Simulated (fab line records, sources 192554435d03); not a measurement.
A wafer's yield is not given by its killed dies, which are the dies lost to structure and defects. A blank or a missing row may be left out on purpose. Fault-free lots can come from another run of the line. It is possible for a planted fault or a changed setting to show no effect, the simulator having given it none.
Split-lot study / flow n5 finfet / 7 lots, 39 wafers read, on a route of 1938 steps

## ON THE SPLIT
At N5_BEOL_M12_ILD_DEP_00 (deposits SiOC from DEMS/O2, target thk 658.92 nm, time 130.7 s), the setting time s was moved away from the recipe's 130.7 s on 9 of the 39 wafers read, by -48.5% to +52.2%. This setting was run at the recipe's value on the other wafers.

## FROM THE SPLIT TO THE READING: what the file shows between them, 6 steps
- N5_BEOL_M12_THK_MEAS_01
- N5_BEOL_M12_COAT_58: time 60 s, resist thk 89 nm
- N5_BEOL_M12_COAT_04: resist thk 400 nm
- N5_BEOL_M12_DESCUM_15: chemistry O2, time 7.9 s
- N5_BEOL_M12_ETCH_59: etches BARC in N2/H2, target depth 89 nm, overetch 26.7 nm, time 67.9 s
- N5_BEOL_M12_VIA_ETCH_16: etches SiOC in C4F8/O2/Ar, target depth 724.8 nm

## THE READING
oes product au, in a.u., at N5_BEOL_M12_STRIP_63 (strips in N2/H2). Fault-free wafers of this fab line usually give 0.693 a.u., standard deviation 0.0045 a.u.

wafer=L079.1; tool, chamber at the split=pecvd-03, 0; time s as run, s=130.7; against the recipe=recipe; oes product au, a.u.=0.697; against lot-mates on the recipe=-
wafer=L079.2; tool, chamber at the split=pecvd-03, 2; time s as run, s=130.7; against the recipe=recipe; oes product au, a.u.=0.700; against lot-mates on the recipe=-
wafer=L079.3; tool, chamber at the split=pecvd-03, 1; time s as run, s=130.7; against the recipe=recipe; oes product au, a.u.=0.693; against lot-mates on the recipe=-
wafer=L079.4; tool, chamber at the split=pecvd-03, 1; time s as run, s=130.7; against the recipe=recipe; oes product au, a.u.=0.687; against lot-mates on the recipe=-
wafer=L079.5; tool, chamber at the split=pecvd-03, 0; time s as run, s=130.7; against the recipe=recipe; oes product au, a.u.=0.697; against lot-mates on the recipe=-
wafer=L079.6; tool, chamber at the split=pecvd-03, 2; time s as run, s=130.7; against the recipe=recipe; oes product au, a.u.=0.689; against lot-mates on the recipe=-
wafer=L080.1; tool, chamber at the split=pecvd-03, 0; time s as run, s=130.7; against the recipe=recipe; oes product au, a.u.=0.689; against lot-mates on the recipe=-
wafer=L080.2; tool, chamber at the split=pecvd-03, 1; time s as run, s=197.8; against the recipe=+51.3%; oes product au, a.u.=0.632; against lot-mates on the recipe=-0.060
wafer=L080.3; tool, chamber at the split=pecvd-03, 0; time s as run, s=197.8; against the recipe=+51.3%; oes product au, a.u.=0.640; against lot-mates on the recipe=-0.052
wafer=L080.4; tool, chamber at the split=pecvd-03, 1; time s as run, s=130.7; against the recipe=recipe; oes product au, a.u.=0.690; against lot-mates on the recipe=-
wafer=L080.5; tool, chamber at the split=pecvd-03, 1; time s as run, s=130.7; against the recipe=recipe; oes product au, a.u.=0.697; against lot-mates on the recipe=-
wafer=L080.6; tool, chamber at the split=pecvd-03, 0; time s as run, s=197.8; against the recipe=+51.3%; oes product au, a.u.=0.605; against lot-mates on the recipe=-0.087
wafer=L087.1; tool, chamber at the split=pecvd-04, 1; time s as run, s=130.7; against the recipe=recipe; oes product au, a.u.=0.698; against lot-mates on the recipe=-
wafer=L087.2; tool, chamber at the split=pecvd-04, 0; time s as run, s=67.35; against the recipe=-48.5%; oes product au, a.u.=0.831; against lot-mates on the recipe=+0.140
wafer=L087.3; tool, chamber at the split=pecvd-04, 2; time s as run, s=130.7; against the recipe=recipe; oes product au, a.u.=0.692; against lot-mates on the recipe=-
wafer=L087.4; tool, chamber at the split=pecvd-04, 1; time s as run, s=67.35; against the recipe=-48.5%; oes product au, a.u.=0.816; against lot-mates on the recipe=+0.125
wafer=L087.5; tool, chamber at the split=pecvd-04, 2; time s as run, s=67.35; against the recipe=-48.5%; oes product au, a.u.=0.828; against lot-mates on the recipe=+0.137
wafer=L087.6; tool, chamber at the split=pecvd-04, 0; time s as run, s=130.7; against the recipe=recipe; oes product au, a.u.=0.683; against lot-mates on the recipe=-
wafer=L089.1; tool, chamber at the split=pecvd-04, 0; time s as run, s=130.7; against the recipe=recipe; oes product au, a.u.=0.703; against lot-mates on the recipe=-
wafer=L089.2; tool, chamber at the split=pecvd-04, 2; time s as run, s=130.7; against the recipe=recipe; oes product au, a.u.=0.696; against lot-mates on the recipe=-
wafer=L089.3; tool, chamber at the split=pecvd-04, 1; time s as run, s=130.7; against the recipe=recipe; oes product au, a.u.=0.692; against lot-mates on the recipe=-
wafer=L089.4; tool, chamber at the split=pecvd-04, 2; time s as run, s=130.7; against the recipe=recipe; oes product au, a.u.=0.690; against lot-mates on the recipe=-
wafer=L089.5; tool, chamber at the split=pecvd-04, 0; time s as run, s=130.7; against the recipe=recipe; oes product au, a.u.=0.692; against lot-mates on the recipe=-
wafer=L089.6; tool, chamber at the split=pecvd-04, 1; time s as run, s=130.7; against the recipe=recipe; oes product au, a.u.=0.700; against lot-mates on the recipe=-
wafer=L094.2; tool, chamber at the split=pecvd-04, 2; time s as run, s=130.7; against the recipe=recipe; oes product au, a.u.=0.695; against lot-mates on the recipe=-
wafer=L094.3; tool, chamber at the split=pecvd-04, 1; time s as run, s=130.7; against the recipe=recipe; oes product au, a.u.=0.699; against lot-mates on the recipe=-
wafer=L094.4; tool, chamber at the split=pecvd-04, 0; time s as run, s=130.7; against the recipe=recipe; oes product au, a.u.=0.698; against lot-mates on the recipe=-
wafer=L096.1; tool, chamber at the split=pecvd-04, 2; time s as run, s=130.7; against the recipe=recipe; oes product au, a.u.=0.693; against lot-mates on the recipe=-
wafer=L096.2; tool, chamber at the split=pecvd-04, 0; time s as run, s=130.7; against the recipe=recipe; oes product au, a.u.=0.707; against lot-mates on the recipe=-
wafer=L096.3; tool, chamber at the split=pecvd-04, 0; time s as run, s=130.7; against the recipe=recipe; oes product au, a.u.=0.695; against lot-mates on the recipe=-
wafer=L096.4; tool, chamber at the split=pecvd-04, 2; time s as run, s=130.7; against the recipe=recipe; oes product au, a.u.=0.692; against lot-mates on the recipe=-
wafer=L096.5; tool, chamber at the split=pecvd-04, 2; time s as run, s=130.7; against the recipe=recipe; oes product au, a.u.=0.697; against lot-mates on the recipe=-
wafer=L096.6; tool, chamber at the split=pecvd-04, 0; time s as run, s=130.7; against the recipe=recipe; oes product au, a.u.=0.699; against lot-mates on the recipe=-
wafer=L097.1; tool, chamber at the split=pecvd-01, 2; time s as run, s=198.9; against the recipe=+52.2%; oes product au, a.u.=0.622; against lot-mates on the recipe=-0.072
wafer=L097.2; tool, chamber at the split=pecvd-01, 1; time s as run, s=198.9; against the recipe=+52.2%; oes product au, a.u.=0.636; against lot-mates on the recipe=-0.058
wafer=L097.3; tool, chamber at the split=pecvd-01, 0; time s as run, s=130.7; against the recipe=recipe; oes product au, a.u.=0.693; against lot-mates on the recipe=-
wafer=L097.4; tool, chamber at the split=pecvd-01, 0; time s as run, s=130.7; against the recipe=recipe; oes product au, a.u.=0.696; against lot-mates on the recipe=-
wafer=L097.5; tool, chamber at the split=pecvd-01, 2; time s as run, s=198.9; against the recipe=+52.2%; oes product au, a.u.=0.624; against lot-mates on the recipe=-0.070
wafer=L097.6; tool, chamber at the split=pecvd-01, 1; time s as run, s=130.7; against the recipe=recipe; oes product au, a.u.=0.693; against lot-mates on the recipe=-

THE FIT
A straight line over all 39 wafers: oes product au changes by -0.00179 a.u. for each +1% of time s; r = -0.94; the points scatter about the line by 0.016 a.u.
The same after taking each lot's own level away (the mean of its wafers on the recipe; 39 wafers): -0.00179 a.u. for each +1%; r = -0.94; scatter 0.016 a.u.
The reading moves by 0.093 a.u. for the largest change in time s, on that fit.
Measured against the standard deviation above, the lots' own levels, which go from 0.6910 to 0.6973 a.u., span 1.4 times it.
Consequently the slope shifts little with the lot-to-lot level, the two slopes agreeing.
Check: with one of the wafers moved furthest among these (+52.2%) left out of the fit, the line predicts -0.0878 a.u. for it against its lot-mates. Against them it came out at -0.072 a.u.

## FURTHER SPLITS ON THESE WAFERS
Before the reading, these wafers also passed through other splits. Each is held against what the fit with the lots' levels taken away leaves over:
other split on the same wafers=N5_BEOL_M5_TRENCH_ETCH_37 target depth a; wafers away from the commonest value=15; r with oes product au (lot level and that fit taken away)=-0.05

## THE WHOLE CHAIN: every reading that the file lists as answering this split, in the file's order
step=N5_BEOL_M12_ILD_DEP_00; what it does=deposits SiOC from DEMS/O2, target thk 658.92 nm, time 130.7 s; reading=SiOC_of_BEOL_M12_ILD_DEP_00.thk nm (the simulator's own value, which no gauge read); change (the file's fit)=+6.58 nm for each +1% of the setting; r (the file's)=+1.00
step=N5_BEOL_M12_THK_MEAS_01; what it does=; reading=M12_ILD_THK; change (the file's fit)=+6.58 for each +1% of the setting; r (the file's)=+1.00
step=N5_BEOL_M12_VIA_ETCH_16; what it does=etches SiOC in C4F8/O2/Ar, target depth 724.8 nm; reading=etch.depth nm (the simulator's own value, which no gauge read); change (the file's fit)=+6.58 nm for each +1% of the setting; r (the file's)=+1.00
step=N5_BEOL_M12_VIA_ETCH_16; what it does=etches SiOC in C4F8/O2/Ar, target depth 724.8 nm; reading=coat_of_BEOL_M12_COAT_04.thk nm (the simulator's own value, which no gauge read); change (the file's fit)=-1.91 nm for each +1% of the setting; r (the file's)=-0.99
step=N5_BEOL_M12_STRIP_63; what it does=strips in N2/H2; reading=oes product au; change (the file's fit)=-0.00174 a.u. for each +1% of the setting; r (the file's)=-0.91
step=N5_BEOL_M12_STRIP_63; what it does=strips in N2/H2; reading=strip time to endpoint s; change (the file's fit)=withheld for each +1% of the setting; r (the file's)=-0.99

## THE FILE'S OWN FIT
oes product au changes by -0.00174 a.u. for each +1% of time s, r = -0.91.
